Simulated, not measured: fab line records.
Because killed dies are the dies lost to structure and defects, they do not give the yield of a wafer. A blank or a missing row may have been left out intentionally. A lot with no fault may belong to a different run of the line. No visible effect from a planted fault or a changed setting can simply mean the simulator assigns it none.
3 desks looking at one fault | flow n5 finfet | each desk has only its own numbers; what lay behind them comes last

THE METROLOGY DESK
What the gauges read for every lot (on any tool): the sampled wafers with a number, averaged. If a lot's mean is further than 4 standard deviations from the usual mean, the lot is out of limits and carries the mark OUT (the distance appears in the brackets).
Columns: A = HK_THK at N5_HKMG_FIN_THK_MEAS_70, usual 1.593 nm; B = cd nm at N5_HKMG_FIN_CD_MEAS_12, usual 92.9 nm; C = NWFM_OVL at N5_HKMG_FIN_OVL_MEAS_13, usual 0.0 nm
lot  | first seen here | A     | B    | C
L634 | day 6 10:10     | 1.588 | 93.4 | -0.7
L635 | day 6 15:39     | 1.589 | 92.9 | 0.4
L640 | day 7 21:16     | 1.568 | 93.8 | -0.1
L642 | day 8 07:11     | 1.602 | 91.7 | -0.0
L644 | day 8 19:09     | 1.580 | 93.4 | 0.5
L646 | day 9 07:59     | 1.608 | 92.5 | -0.6
This desk's finding: nothing out of limits on any of the 6 lots.

FOR THE TOOL OWNER'S DESK: litho track-01
The tool's own readings at N5_HKMG_FIN_COAT_06 (resist thk 90 nm): means of the sampled wafers that have a number, for each lot that ran on this tool. If a lot's mean is further than 4 standard deviations from the usual mean, the lot is out of limits and carries the mark OUT (the distance appears in the brackets).
Columns: A = dispense pressure kPa at N5_HKMG_FIN_COAT_06, usual 49.3 kPa; B = spin speed rpm at N5_HKMG_FIN_COAT_06, usual 1500.0 rpm
lot  | first seen here | A    | B
L634 | day 6 10:41     | 47.8 | 1718.7 (+99 or more) OUT
L635 | day 6 16:10     | 47.8 | 1718.5 (+99 or more) OUT
This desk finds L634, L635 out of limits, L634 being first, at day 6 10:41 (spin speed rpm at N5_HKMG_FIN_COAT_06). In limits: none.

THE DEFECT DESK
Inspection counts along the route, by lot: the mean over sampled wafers that carry a number. If a lot's mean is further than 4 standard deviations from the usual mean, the lot is out of limits and carries the mark OUT (the distance appears in the brackets).
Columns: A = raw defect count at N5_HKMG_FIN_INSPECT_14, usual 2.1
lot  | first seen here | A
L634 | day 6 11:06     | 1.0
L635 | day 6 16:34     | 2.3
L640 | day 7 22:11     | 2.7
L642 | day 8 08:07     | 2.0
L644 | day 8 19:58     | 2.7
L646 | day 9 08:47     | 1.7
This desk's finding: nothing out of limits on any of the 6 lots.

BROUGHT TOGETHER
The tool owner's desk could have raised an alarm at day 6 10:41, on L634, L635.
From the metrology desk's view, nothing was out of limits.
No out-of-limits result turned up at the defect desk.
The metrology desk holds a record of L634, L635, inside its limits.
The defect desk has L634, L635 on record, within its limits.
N5_HKMG_FIN_COAT_06 was run on litho track-01 by each of the lots named.

WHAT THE SIMULATOR HAD PUT IN
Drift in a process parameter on litho track-01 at N5_HKMG_FIN_COAT_06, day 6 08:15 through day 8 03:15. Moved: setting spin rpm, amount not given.
Shown lots that were struck: L634, L635.
How many hours passed from the start of the fault until each desk's first out-of-limits reading: the tool owner's desk, 2.
